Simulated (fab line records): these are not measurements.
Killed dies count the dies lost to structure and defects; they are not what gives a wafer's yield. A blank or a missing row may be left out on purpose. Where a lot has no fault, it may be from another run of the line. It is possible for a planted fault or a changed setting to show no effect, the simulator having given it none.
Problem report in the 8D (eight disciplines) form, filled by code ; flow nand-harc ; the parts of the form that need people (team, actions taken, sign-off) are left out

== 1. PROBLEM STATEMENT ==
At NHARC_P_M2_CD_MEAS_09, cd-nm averages 121.2 nm over 6 wafers from 2 lots, while fault-free wafers read 169.9 nm, standard deviation 0.65. That puts it -75 standard deviations away from the usual mean.
The step: target cd 170 nm.
First observed at day 13 19:57: wafer L172.2, on cd-sem-01. The record has a number at this step for 36 wafers belonging to 12 lots. The rule behind "out" and "out of limits": a value lying over 4 standard deviations away from the usual mean. The other wafers with a number count as sound.

== 2. WHAT IT IS AND WHAT IT IS NOT ==
question;is;is not
which readings at this step;cd-nm;-
which lots;L172, L173;L154, L157, L159, L162, L165, L167, L168, L169, L176, L177
which wafers of those lots;all that have a number;-
read on which gauges;cd-sem-01, cd-sem-02;cd-sem-03
when;from day 13 19:57;"up to then (24 sound wafers); but 6 sound wafers of L176, L177 came after"

== 3. WHAT RULES OUT EACH SUSPECT ==
Counting: a tool at any process step up to the reading remains a suspect when it ran all the lots that are out and ran no sound lot after the first of those.
- ruled out: the gauge at NHARC_P_M2_CD_MEAS_09. Those wafers that are out were read across 2 gauges (cd-sem-01, cd-sem-02).
- litho-track-06 at NHARC_P_M2_PEB_07 (peb time 65 s): kept. Every lot that is out went through it, starting with L172 (day 13 19:52), and after that it ran no sound lot; the last sound lot it ran before then is L169 (day 12 14:06). Its own heater-power-total-W readings are out on those wafers.
After counting, what remains is litho-track-06 at NHARC_P_M2_PEB_07.

== 4. THE CAUSE (what the simulator had put in) ==
Process parameters drifting: litho-track-06 at NHARC_P_M2_PEB_07, beginning at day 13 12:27. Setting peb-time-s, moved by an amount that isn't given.
The count eliminated every tool but this one.

== 5. THE CHAIN OF EFFECTS, in route order ==
Each row: a reading where the mean over the struck wafers with a number is more than 3 standard deviations away from the usual. Scope: only readings with a usual standard deviation given in the record; hours: median across lots of the time from each lot's start at the first step in this table that gives one to its start at this step; sigmas: change in usual standard deviations.
hours;step;reading;usual;on struck wafers;change;sigmas
0;NHARC_P_M2_PEB_07;heater-power-total-W;156.6 W;300.6;+144.0;+99 or more
0;NHARC_P_M2_CD_MEAS_09;cd-nm;169.9 nm;121.2;-48.7;-75
426;NHARC_END_SORT_01;defect-limited-yield;91.7 %;0.0;-91.7;-37
426;NHARC_END_SORT_01;killed-at-periphery;3.1;626.0;+622.9;+99 or more
426;NHARC_END_SORT_01;killed-dies;56;677;+621;+37
426;NHARC_END_SORT_01;sort_bin_2_pct;3.0 %;94.5;+91.5;+83
426;NHARC_END_SORT_01;sort-n-pass;621;0;-621;-37
426;NHARC_END_SORT_01;sort-rim-yield-pct;91 %;0;-91;-20
426;NHARC_END_SORT_01;sort-yield-pct;91.7 %;0.0;-91.7;-37
The process steps in it:
- NHARC_P_M2_PEB_07: peb time 65 s.

== 6. WHAT WOULD HAVE CAUGHT IT SOONER ==
In this record the first reading out of limits at a measuring or inspecting step was taken at day 13 19:57, 8 hours after the fault began at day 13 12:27.
The tool's own readings at NHARC_P_M2_PEB_07 were out on every struck wafer that the step has a row for (heater-power-total-W): an alarm limit on them would have fired on the first of those.
L173, from the lots that are out (2), started NHARC_P_M2_PEB_07 on litho-track-06 later than day 13 19:57. A tool hold placed at that time would have kept it from harm.
